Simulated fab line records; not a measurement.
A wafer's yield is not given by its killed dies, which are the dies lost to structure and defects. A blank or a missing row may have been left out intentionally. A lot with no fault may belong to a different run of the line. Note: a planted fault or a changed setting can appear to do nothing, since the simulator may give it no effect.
Matching of chambers + flow n5_finfet + 3 sister chambers for N5_BEOL_M6_CURE_74 on uv_cure-01
The step cures SiCOH lowk, time 240 s. 45 wafers are shown with their chamber, then 12 later ones without.

## WAFERS, EACH WITH ITS CHAMBER
| wafer  | chamber | wafer_temp_C_max | lamp_power_pct (%) |
|--------|---------|------------------|--------------------|
| L075.3 | 0       | 385.7            | 52.22              |
| L075.4 | 0       | 386.0            | 52.17              |
| L075.5 | 0       | 386.1            | 52.26              |
| L077.1 | 2       | 387.4            | 52.31              |
| L077.3 | 2       | 388.1            | 52.29              |
| L077.5 | 2       | 388.2            | 52.31              |
| L079.2 | 1       | 387.4            | 52.18              |
| L079.3 | 1       | 387.0            | 52.32              |
| L079.6 | 1       | 386.6            | 52.32              |
| L080.1 | 2       | 388.4            | 52.32              |
| L080.4 | 2       | 388.0            | 52.34              |
| L080.6 | 2       | 388.9            | 52.38              |
| L080.2 | 2       | 387.7            | 52.29              |
| L080.3 | 2       | 389.3            | 52.38              |
| L080.5 | 2       | 387.8            | 52.38              |
| L081.1 | 0       | 385.8            | 52.31              |
| L081.2 | 0       | 386.2            | 52.29              |
| L081.3 | 0       | 385.9            | 52.28              |
| L081.4 | 0       | 386.2            | 52.29              |
| L081.5 | 0       | 385.9            | 52.30              |
| L081.6 | 0       | 386.0            | 52.38              |
| L082.1 | 1       | 387.0            | 52.34              |
| L082.4 | 1       | 386.7            | 52.37              |
| L082.6 | 1       | 387.1            | 52.22              |
| L083.1 | 0       | 386.1            | 52.33              |
| L083.3 | 0       | 385.8            | 52.39              |
| L083.4 | 0       | 386.2            | 52.29              |
| L084.2 | 0       | 386.7            | 52.33              |
| L084.5 | 0       | 386.1            | 52.39              |
| L084.6 | 0       | 386.5            | 52.31              |
| L088.1 | 0       | 386.5            | 52.25              |
| L088.2 | 0       | 386.1            | 52.30              |
| L088.3 | 0       | 386.4            | 52.27              |
| L088.4 | 0       | 386.5            | 52.38              |
| L088.5 | 0       | 386.7            | 52.26              |
| L088.6 | 0       | 386.0            | 52.31              |
| L089.1 | 1       | 386.6            | 52.33              |
| L089.3 | 1       | 387.1            | 52.31              |
| L089.4 | 1       | 386.5            | 52.25              |
| L090.1 | 2       | 388.0            | 52.35              |
| L090.2 | 2       | 387.0            | 52.34              |
| L090.6 | 2       | 387.8            | 52.28              |
| L091.1 | 1       | 386.5            | 52.28              |
| L091.2 | 1       | 386.2            | 52.28              |
| L091.3 | 1       | 386.6            | 52.33              |

SIGNATURES (averages over the wafers above)
| reading          | chamber 0 | chamber 1 | chamber 2 | scatter within a chamber |
|------------------|-----------|-----------|-----------|--------------------------|
| wafer_temp_C_max | 386.162   | 386.775   | 388.050   | 0.414                    |
| lamp_power_pct   | 52.3005   | 52.2942   | 52.3308   | 0.051                    |
Rule: a wafer lies at a distance from a chamber equal to the root of the sum of squares, over the readings, of (its reading less the chamber's mean, divided by the reading's scatter). The wafer belongs to the nearest chamber; if the next one is less than 2 further off, it can't be placed. The scatter: the root of (the sum of the squares of (reading less its chamber's mean) over the shown wafers, divided by (wafers less chambers)).

## WAFERS MISSING THEIR CHAMBER
| wafer  | wafer_temp_C_max | lamp_power_pct (%) |
|--------|------------------|--------------------|
| L094.1 | 386.4            | 52.30              |
| L094.2 | 386.1            | 52.34              |
| L094.6 | 385.9            | 52.29              |
| L094.3 | 386.1            | 52.29              |
| L094.4 | 386.1            | 52.34              |
| L094.5 | 385.9            | 52.25              |
| L096.2 | 387.9            | 52.37              |
| L096.5 | 388.9            | 52.32              |
| L096.6 | 387.8            | 52.34              |
| L097.4 | 386.8            | 52.28              |
| L097.5 | 386.5            | 52.32              |
| L097.6 | 386.4            | 52.42              |

## WHICH CHAMBER EACH ONE RAN IN
| wafer  | from the rows above          | in truth |
|--------|------------------------------|----------|
| L094.1 | can't be placed: 0 or 1      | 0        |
| L094.2 | can't be placed: 0 or 1      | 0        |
| L094.6 | can't be placed: 0 or 1      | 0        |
| L094.3 | can't be placed: 0 or 1      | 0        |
| L094.4 | can't be placed: 0 or 1      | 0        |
| L094.5 | can't be placed: 0 or 1      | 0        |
| L096.2 | 2                            | 2        |
| L096.5 | 2                            | 2        |
| L096.6 | 2                            | 2        |
| L097.4 | can't be placed: 1 or 0      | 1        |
| L097.5 | can't be placed: 1 or 0      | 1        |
| L097.6 | can't be placed: 0 or 1 or 2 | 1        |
3 of 12 placed correctly. Cannot be placed on the basis of these rows: 9; the candidates contain the true chamber in 9. 0 placed wrongly.
